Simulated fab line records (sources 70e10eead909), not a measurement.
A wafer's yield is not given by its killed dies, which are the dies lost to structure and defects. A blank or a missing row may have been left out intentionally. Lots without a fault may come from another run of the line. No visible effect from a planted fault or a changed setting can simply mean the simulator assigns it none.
Struck lot and sound lot, side by side :: flow nand-harc :: 26 out of 1302 route steps
Sound: these wafers, L510.3, L510.5, L510.6. Wafers struck: L517.2, L517.5, L517.6. The cause is named last.
For every step that has rows: the tool of each side, followed by ch and its chambers, followed by its first start. Under that, the readings that differ: sound wafers :: struck wafers :: difference of the means :: sigmas: that difference in standard deviations of wafers without a fault.
alike: readings with means less than 2 such deviations apart, plus words and numbers identical on both sides. not compared: withheld readings, readings lacking a value on some wafer, bounds such as >300 that could conceal the same value, and numbers that have no deviation in the record and whose values overlap.
Wherever a step has rows on one side only, a row that says differs or no value, or a row with sigmas, the two part there. When numbers do not overlap yet have no deviation, they are printed without sigmas and do not part them. Lack of a reading on every wafer of one side parts them only where that side has two or more wafers.

first, 12 steps without rows for these wafers: NHARC_P_STI_ETCH_26 (etches SiO2 in dHF, target depth 11 nm); NHARC_P_STI_PRECLEAN_27 (cleans in SC1); NHARC_P_STI_SRD_28; NHARC_P_STI_OXIDE_29 (material SiO2, target thk 10 nm, ox time 1362 s); NHARC_P_STI_HM_DEP_30 (deposits Si3N4, target thk 80 nm, time 873 s); NHARC_P_STI_DEHYDRATE_01 (time 120 s); NHARC_P_STI_HMDS_02 (time 30 s); NHARC_P_STI_COAT_41 (time 65 s); NHARC_P_STI_COAT_03 (resist thk 600 nm); NHARC_P_STI_SOFTBAKE_04 (time 70 s); NHARC_P_STI_EBR_05; NHARC_P_STI_EXPOSE_06 (exposes mask P STI, target cd 200 nm).
NHARC_P_STI_PEB_07: peb time 80 s.
  sound on litho-track-05 ch 0, day 7 10:51; struck on litho-track-07 ch 0, day 10 08:29
reading: plate-temp-C (C)
sound: 127.84 127.92 127.70
struck: 128.92 128.94 129.03
difference: +1.14
sigmas: +8
then, 1 step without rows for these wafers: NHARC_P_STI_DEVELOP_08 (time 50 s).
NHARC_P_STI_CD_MEAS_09: target cd 200 nm.
  sound on cd-sem-01 ch 0, day 7 10:56; struck on cd-sem-01 ch 0, day 10 08:34
reading: cd-nm (nm)
sound: 197.7 199.3 198.6
struck: 207.5 205.8 208.0
difference: +8.6
sigmas: +5
NHARC_P_STI_OVL_MEAS_10:
  sound on overlay-02 at day 7 11:01; struck on overlay-02 at day 10 08:40
reading: overlay-y-nm (nm)
sound: -12 -12 -13
struck: 2 2 2
difference: +14
sigmas: +2
  alike: overlay-x-nm
NHARC_P_STI_INSPECT_11:
  sound on defect-inspect-01 at day 7 11:04; struck on defect-inspect-02 at day 10 08:42
  alike: raw-defect-count
then, 1 step without rows for these wafers: NHARC_P_STI_HARDBAKE_13 (time 65 s).
NHARC_P_STI_DESCUM_14: chemistry O2, time 3 s.
  sound on rie-diel-01 ch 0,1, day 7 11:11; struck on rie-diel-12 ch 0,3, day 10 08:50
reading: drypump-motor-current-A (A)
sound: 4.9 5.6 4.8
struck: 6.6 5.5 6.6
difference: +1.1
sigmas: +2

reading: model.P_STI.cd-nm (nm)
sound: 197.5 198.8 198
struck: 207.3 206 207.7
difference: +8.9
sigmas: 
  alike: mfc-ar-sccm, oes-product-au, rf-vpp-V, showerhead-plenum-p-Torr, throttle-valve-pct
  not compared: rf-hours-counter-h
NHARC_P_STI_ETCH_42: etches the open film in N2/H2, target depth 80 nm, overetch 24 nm, time 61 s.
  sound on rie-diel-01 ch 0,1,3, day 7 11:17; struck on rie-diel-12 ch 0,2,3, day 10 08:56
  alike: drypump-motor-current-A, mfc-ar-sccm, oes-product-au, rf-fwd-power-W, rf-vpp-V, showerhead-plenum-p-Torr, throttle-valve-pct
  not compared: rf-hours-counter-h
NHARC_P_STI_ETCH_31: etches the open film in CF4/CHF3, target depth 108.9 nm, time 54.5 s.
  sound: rie-diel-01 ch 2,3; struck: rie-diel-12 ch 0,1,3
reading: oes-product-au (a.u.)
sound: 0.977 0.981 0.982
struck: 0.902 0.924 0.915
difference: -0.066
sigmas: -3
  alike: drypump-motor-current-A, rf-fwd-power-W, rf-vpp-V, showerhead-plenum-p-Torr, throttle-valve-pct
  not compared: rf-hours-counter-h
NHARC_P_STI_ETCH_15: etches the open film in HBr/Cl2, target depth 300 nm, time 100.1 s.
  sound on rie-si-05 ch 1,2, day 7 11:29; struck on rie-si-02 ch 2,3, day 10 09:07
reading: model.P_STI.cd-nm (nm)
sound: 196.8 199.1 196.3
struck: 206.9 205.3 208
difference: +9.3
sigmas: 
  alike: drypump-motor-current-A, oes-product-au, rf-fwd-power-W, throttle-valve-pct
  not compared: rf-hours-counter-h
NHARC_P_STI_CD_MEAS_16:
  sound on cd-sem-01 at day 7 11:38; struck on cd-sem-01 at day 10 09:18
reading: cd-nm (nm)
sound: 196.6 198.9 195.9
struck: 206.6 205.2 207.7
difference: +9.4
sigmas: +4
NHARC_P_STI_OCD_MEAS_17:
  sound on ocd-02 at day 7 11:43; struck on ocd-02 at day 10 09:23
reading: trench-foot-cd-nm (nm)
sound: 155.3 156.8 156.3
struck: 165.9 164.2 166.2
difference: +9.3
sigmas: +5
  alike: trench-depth-nm
then, 1 step without rows for these wafers: NHARC_P_STI_STRIP_19 (strips in SPM, time 900 s).
NHARC_END_SORT_01:
  the record has rows for the sound wafers here (prober-01 ch 0, day 29 06:58) and none for the struck ones

== WHERE THEY PART ==
First at NHARC_P_STI_PEB_07; last, within this record, at NHARC_END_SORT_01.

WHY: whatever the simulator had introduced
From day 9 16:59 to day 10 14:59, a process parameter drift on litho-track-07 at NHARC_P_STI_PEB_07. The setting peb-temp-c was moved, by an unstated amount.
